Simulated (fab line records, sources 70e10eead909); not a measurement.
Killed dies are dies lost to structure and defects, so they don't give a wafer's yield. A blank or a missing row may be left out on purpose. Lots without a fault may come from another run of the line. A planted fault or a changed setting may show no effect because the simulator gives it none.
fab line records | flow nand_harc
record lots=12 wafers=36 last_day=33
route steps=1302 shown A_M0@1152 END@1302
lots that met no fault: from a run of the same line without faults
start_h: hours from the record's first day to the start of the lot's first wafer shown | wait_h: hours since the lot's step before | " the same as in the row above | L1.1+2: a row that stands for several wafers | - no value, or no start given | * or withheld: withheld | < > ~ a bound
route shown NAME@n: a module of which the file shows steps, and the number in the route of the first | usual: mean/standard deviation of fault-free wafers | same: alike in all rows | chamber/n: place in a boat | sites: the reading at each site | _std_site: their standard deviation | _edge_site: outer sites' mean less inner sites' | radius_mm: how far each site lies from the wafer's centre | mask NAME#n: copy n | behind: the tool/chamber that last shaped the wafer | hold: why the lot was held/for how many hours/how that ended | device: the transistor (n, p or np) that didn't switch | end of line: the same wafers' tests at the end of the route | a step without rows: its recipe alone | killed: dies lost to structure and defects at the first sort, not the wafer's yield | map: a wafer's dies, x killed, . not, _ none there
set.NAME: the setting as run; set.NAME@STEP: as run at that earlier step | model.NAME: the simulator's own value behind a step, which no gauge read
steps of the route over a sample of lots; a table a step, a row a wafer
services: from which hour (start_h, from the record's first day; less than 0 if before it) a tool's chamber was out of use, for how many hours, and why
## steps
# step NHARC_A_M0_ETCH_15
# recipe target_depth_a=1500 overetch_a=150 time_s=82.5 c4f8_flow_sccm=withheld ar_flow_sccm=400 rf_w=600 bias_w=300 chemistry=C4F8/Ar
# usual oes_product_au=0.949/0.025 rf_vpp_V=441.2/2.9
# columns lot.wafer tool chamber start_h wait_h oes_product_au rf_hours_counter_h rf_vpp_V
L314.3 rie_diel-02 2 - - 0.927 7.9 442.4
L314.1 " 3 " " 0.926 5.4 437.7
L314.6 " 0 " " 0.917 - 435.5
L315.2 rie_diel-01 2 - - 0.921 5.6 440.8
L315.1 " 3 " " 0.946 7.2 442.2
L315.5 " 2 " " 0.931 - 439.6
L318.4 rie_diel-02 3 - - 0.940 6.9 436.7
L318.2 " 1 " " 0.930 8.5 436.6
L318.6 " 0 " " 0.915 - 438.5
L319.3 rie_diel-11 3 - - 0.996 6.5 445.5
L319.5 " 0 " " 0.968 - 442.7
L319.6 " 1 " " 0.936 - 438.1
L320.3 rie_diel-11 3 - - 0.949 6.8 444.4
L320.1 " 2 " " 0.932 7.0 442.0
L320.6 " 0 " " 0.925 - 443.2
L323.1 rie_diel-01 2 - - 0.982 2.8 442.1
L323.3 " 3 " " 0.963 2.5 441.8
L323.4 " 0 " " 0.959 2.2 444.7
L324.3 rie_diel-01 2 - - 0.974 2.9 440.4
L324.5 " 2 " " 0.980 - 442.7
L324.6 " 3 " " 0.963 - 442.7
L326.1 rie_diel-01 1 - - 0.987 3.7 441.5
L326.5 " 2 " " 0.941 - 441.5
L326.6 " 3 " " 0.952 - 443.6
L330.4 rie_diel-11 3 - - 0.981 3.3 445.8
L330.2 " 0 " " 0.964 3.4 443.5
L330.3 " 1 " " 0.985 3.6 438.5
L332.3 rie_diel-11 1 - - 0.919 4.0 440.2
L332.5 " 3 " " 0.941 - 445.0
L332.6 " 0 " " 0.916 - 441.7
L335.2 rie_diel-01 1 - - 0.987 8.1 442.0
L335.3 " 2 " " 0.951 8.5 441.4
L335.5 " 0 " " 0.972 - 445.7
L336.2 rie_diel-11 1 - - 0.939 6.5 438.0
L336.1 " 3 " " 0.968 5.8 444.3
L336.3 " 0 " " 0.922 5.9 442.7
# step NHARC_A_M0_DEGAS_28
# recipe temp_c=250 time_s=60
# usual heater_power_w=347/34
# columns lot.wafer tool chamber start_h wait_h heater_power_w
L314.1 pvd_sputter-02 - 533.57 - 344
L314.3 " - " " 401
L314.6 " - " " 337
L315.1 pvd_sputter-01 - 534.05 - 305
L315.2 " - " " 393
L315.5 " - " " 360
L318.4 pvd_sputter-03 - 559.69 - 338
L318.2 " - " " 338
L318.6 " - " " 310
L319.3 pvd_sputter-02 - 577.69 - 402
L319.6 " - " " 340
L319.5 " - " " 401
L320.3 pvd_sputter-02 - 592.95 - 339
L320.1 " - " " 330
L320.6 " - " " 339
L323.3 pvd_sputter-03 - 607.89 - 315
L323.4 " - " " 333
L323.1 " - " " 306
L324.3 pvd_sputter-03 - 613.56 - 336
L324.6 " - " " 330
L324.5 " - " " 340
L326.1 pvd_sputter-03 - 631.75 - 336
L326.6 " - " " 339
L326.5 " - " " 325
L330.3 pvd_sputter-01 - 687.63 - 340
L330.2 " - " " 386
L330.4 " - " " 384
L332.3 pvd_sputter-01 - 698.64 - 392
L332.5 " - " " 305
L332.6 " - " " 333
L335.2 pvd_sputter-01 - 734.73 - 336
L335.3 " - " " 306
L335.5 " - " " 389
L336.1 pvd_sputter-03 - 743.07 - 301
L336.2 " - " " 303
L336.3 " - " " 336
# step NHARC_A_M0_ECD_22
# recipe target_thk_a=4000 bath_temp_c=25 material=Cu
# columns lot.wafer tool chamber start_h wait_h
L314.1+3+6 ecd_cu-01 0,1,0 533.97 -
L315.2+1+5 ecd_cu-02 0,1,1 534.41 -
L318.2+4+6 ecd_cu-02 0,0,1 560.11 -
L319.3+5+6 ecd_cu-02 1,1,0 578.15 -
L320.1+3+6 ecd_cu-01 1,0,0 593.36 -
L323.1+3+4 ecd_cu-02 1,1,0 608.49 0.2
L324.3+5+6 ecd_cu-02 1,0,1 614.06 -
L326.1+6+5 ecd_cu-02 0,1,0 632.16 -
L330.2+3+4 ecd_cu-02 0,1,0 688.04 -
L332.3+5+6 ecd_cu-02 1,1,0 699.09 -
L335.2+3+5 ecd_cu-01 1,0,1 735.14 -
L336.2+1+3 ecd_cu-01 1,0,0 743.43 -
# step NHARC_A_M0_CMP_23
# recipe t_overpolish_s=20 target_thk_nm=113.75
# usual motor_current_A=12.2/1.1 time_to_endpoint_s=29/3.3
# columns lot.wafer tool chamber start_h wait_h motor_current_A time_to_endpoint_s
L314.1 cmp-02 0 534.70 - 13.7 28
L314.3 " 1 " " 12.7 25
L314.6 " 2 " " 12.5 26
L315.2 cmp-04 3 535.18 - 10.2 25
L315.1 " 0 " " 12.6 30
L315.5 " 2 " " 10.9 31
L318.4 cmp-04 1 560.78 - 13.1 28
L318.2 " 0 " " 13.0 29
L318.6 " 2 " " 11.2 32
L319.3 cmp-03 1 578.82 - 10.5 33
L319.5 " 0 " " 12.6 36
L319.6 " 1 " " 10.1 33
L320.3 cmp-03 1 594.03 - 10.2 31
L320.1 " 0 " " 12.7 38
L320.6 " 2 " " 13.3 37
L323.3 cmp-03 2 609.22 - 13.5 37
L323.1 " 0 " " 12.3 35
L323.4 " 1 " " 11.0 30
L324.3 cmp-02 2 614.68 - 12.3 29
L324.5 " 0 " " 13.5 31
L324.6 " 1 " " 12.3 27
L326.1 cmp-04 3 632.85 - 11.7 29
L326.5 " 2 " " 11.7 32
L326.6 " 3 " " 11.0 29
L330.2 cmp-04 0 688.74 - 12.3 28
L330.3 " 1 " " 14.3 10
L330.4 " 2 " " 11.6 15
L332.3 cmp-03 3 699.80 - 13.5 13
L332.6 " 0 " " 12.4 34
L332.5 " 1 " " 10.2 30
L335.2 cmp-03 2 735.81 - 12.8 33
L335.3 " 1 " " 10.5 28
L335.5 " 2 " " 13.2 30
L336.3 cmp-02 2 744.20 - 11.9 23
L336.1 " 3 " " 10.6 25
L336.2 " 0 " " 14.1 26
# step NHARC_A_M0_DEP_32
# recipe target_thk_a=300 temp_c=370 target_thk_nm=30 pressure_torr=3 flow_sccm=200 rf_w=450 material=SiCN
# usual heater_power_w=595/99
# columns lot.wafer tool chamber start_h wait_h heater_power_w
L314.1 pecvd-01 2 535.31 0.1 667
L314.3 " 0 " " 609
L314.6 " 1 " " 795
L315.1 pecvd-04 1 535.78 0.1 604
L315.2 " 2 " " 586
L315.5 " 1 " " 590
L318.2 pecvd-03 1 561.41 0.1 672
L318.6 " 2 " " 508
L318.4 " 0 " " 364
L319.3 pecvd-04 1 579.41 0.1 547
L319.5 " 1 " " 531
L319.6 " 2 " " 525
L320.3 pecvd-01 0 594.65 0.1 543
L320.1 " 2 " " 657
L320.6 " 1 " " 845
L323.3 pecvd-01 1 609.84 0.1 778
L323.1 " 2 " " 697
L323.4 " 1 " " 770
L324.3 pecvd-04 1 615.24 0.1 515
L324.6 " 1 " " 518
L324.5 " 2 " " 559
L326.1 pecvd-01 0 633.45 0.1 576
L326.5 " 1 " " 759
L326.6 " 2 " " 573
L330.2 pecvd-01 0 689.33 0.1 675
L330.3 " 2 " " 628
L330.4 " 2 " " 618
L332.3 pecvd-01 0 700.42 0.1 601
L332.5 " 2 " " 576
L332.6 " 0 " " 609
L335.3 pecvd-04 2 736.47 0.1 598
L335.2 " 0 " " 554
L335.5 " 0 " " 557
L336.2 pecvd-01 2 744.79 0.1 634
L336.3 " 0 " " 572
L336.1 " 1 " " 670
# step NHARC_END_SORT_01
# recipe temp_c=25
# usual defect_limited_yield=91.4/2.4 killed_at_array=54/17 killed_at_other=0.7/1 killed_at_periphery=3.7/2.9 killed_dies=58/16 killed_open=3.2/1.9 killed_short=2.2/1.5 sort_bin_2_pct=3.1/1.1 sort_bin_3_pct=0.6/0.33 sort_bin_4_pct=4.9/1.4 sort_n_pass=619/16 sort_rim_yield_pct=94/3.8 sort_yield_pct=91.4/2.4
# same gross_dies=677 sort_bin_5_pct[%]=0 sort_bin_6_pct[%]=0 sort_bin_7_pct[%]=0 sort_bin_8_pct[%]=0 sort_rim_n_gross=106.00
# columns lot.wafer tool chamber start_h wait_h defect_limited_yield[%] killed_at_array killed_at_other killed_at_periphery killed_dies killed_open killed_short sort_bin_2_pct[%] sort_bin_3_pct[%] sort_bin_4_pct[%] sort_n_pass sort_rim_yield_pct[%] sort_yield_pct[%]
L315.1 prober-01 0 573.16 2.5 90.4 51 3 11 65 6 1 3.5 0.9 5.2 612 97 90.4
L315.2 prober-01 0 573.95 2.8 91.9 42 5 8 55 3 1 2.2 0.4 5.5 622 96 91.9
L315.5 prober-01 0 576.34 3.7 91.7 47 0 9 56 5 0 3.5 0.4 4.3 621 98 91.7
L332.3 prober-01 0 737.67 3.1 88.6 75 0 2 77 4 2 3.4 1.2 6.8 600 91 88.6
L332.5 prober-01 0 739.24 3.7 89.8 67 0 2 69 0 2 3.2 0.9 6.1 608 87 89.8
L332.6 prober-01 0 740.03 3.9 87.4 83 0 2 85 3 1 6.1 0.7 5.8 592 96 87.4
# killed by level:class
L315.1 A_CHANNEL_HOLE_D1:chamber_film_flake=39 P_CONTACT:chamber_film_flake=8 A_CHANNEL_HOLE_D2:chamber_film_flake=7 P_M1:geometric_particle:open=2 THIN_TSV:chamber_film_flake=2 A_CHANNEL_FILL_D1:geometric_particle:open=1 A_DECK1_JOINT:geometric_particle:open=1 A_DECK1_JOINT:geometric_particle:short=1
L315.2 A_CHANNEL_HOLE_D1:chamber_film_flake=32 P_CONTACT:chamber_film_flake=5 THIN_TSV:chamber_film_flake=5 A_CHANNEL_HOLE_D2:chamber_film_flake=4 A_CONTACT:chamber_film_flake=2 P_M0:geometric_particle:open=1 A_ONON_D1:geometric_particle:open=1 A_WL_FILL:geometric_particle:short=1
L315.5 A_CHANNEL_HOLE_D1:chamber_film_flake=37 P_CONTACT:chamber_film_flake=5 A_CHANNEL_HOLE_D2:chamber_film_flake=5 A_ONON_D2:geometric_particle:open=2 P_GATE:chamber_film_flake=2 A_CONTACT:chamber_film_flake=2 P_GATE:geometric_particle:open=1 P_M1:geometric_particle:open=1
L332.3 A_CHANNEL_HOLE_D1:chamber_film_flake=28 A_CHANNEL_HOLE_D2:chamber_film_flake=20 A_SLIT:chamber_film_flake=15 A_SGD_CUT:chamber_film_flake=4 A_CHANNEL_FILL_D1:chamber_film_flake=2 P_GATE:geometric_particle:open=1 A_ONON_D1:geometric_particle:open=1 A_DECK1_JOINT:geometric_particle:short=1
L332.5 A_CHANNEL_HOLE_D1:chamber_film_flake=27 A_SLIT:chamber_film_flake=15 A_CHANNEL_HOLE_D2:chamber_film_flake=8 A_SGD_CUT:chamber_film_flake=5 A_CONTACT:chamber_film_flake=4 A_CHANNEL_FILL_D1:chamber_film_flake=2 A_WL_FILL:chamber_film_flake=2 A_CHANNEL_FILL_D1:geometric_particle:short=1
L332.6 A_CHANNEL_HOLE_D1:chamber_film_flake=30 A_SLIT:chamber_film_flake=22 A_CHANNEL_HOLE_D2:chamber_film_flake=16 A_CONTACT:chamber_film_flake=6 A_SGD_CUT:chamber_film_flake=3 A_WL_FILL:chamber_film_flake=3 P_M0:geometric_particle:open=1 P_M2:geometric_particle:open=1
## services
# columns tool chamber start_h hours kind
cmp-04 - 510.26 3.5 repair
pvd_sputter-03 - 526.00 10.0 pm
rie_diel-01 2 527.84 4.8 repair
ecd_cu-02 - 547.04 0.5 repair
rie_diel-11 0 550.18 3.1 repair
cmp-03 - 557.64 4.0 pm
rie_diel-01 - 557.80 9.0 pm
ecd_cu-02 - 581.63 0.5 repair
ecd_cu-02 - 596.00 8.0 pm
rie_diel-01 3 598.30 6.0 repair
rie_diel-11 - 609.50 9.0 pm
pvd_sputter-03 - 648.51 1.1 repair
cmp-03 - 655.64 4.0 pm
rie_diel-01 0 662.24 17.4 repair
cmp-03 - 663.73 3.9 repair
pecvd-01 - 673.10 13.0 pm
rie_diel-01 1 685.64 4.7 repair
cmp-03 - 697.09 2.0 repair
pvd_sputter-03 - 704.00 10.0 pm
ecd_cu-02 - 707.25 1.0 repair
cmp-03 - 707.78 0.9 repair
rie_diel-01 3 717.87 13.9 repair
ecd_cu-02 - 727.34 1.4 repair
rie_diel-01 - 734.80 9.0 pm
## key
first_sign step=NHARC_A_M0_CMP_23 reading=time_to_endpoint_s direction=down sigmas=5.1 usual=* struck=*
effect none on later readings
met_at NHARC_A_M0_ECD_22
struck_lots L330,L332
struck_wafers L330.3,L330.4,L332.3
not_acting_at NHARC_A_M0_ETCH_15,NHARC_A_M0_DEGAS_28,NHARC_A_M0_DEP_32
onset_between 632.16 688.04
fault kind=process_parameter_drift tool=ecd_cu-02 chamber=- onset_h=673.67 steps=NHARC_A_M0_ECD_22 channel=target_thk_a offset=* shape=step end_h=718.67 scope=struck_wafers_only acts_in=* stated=*
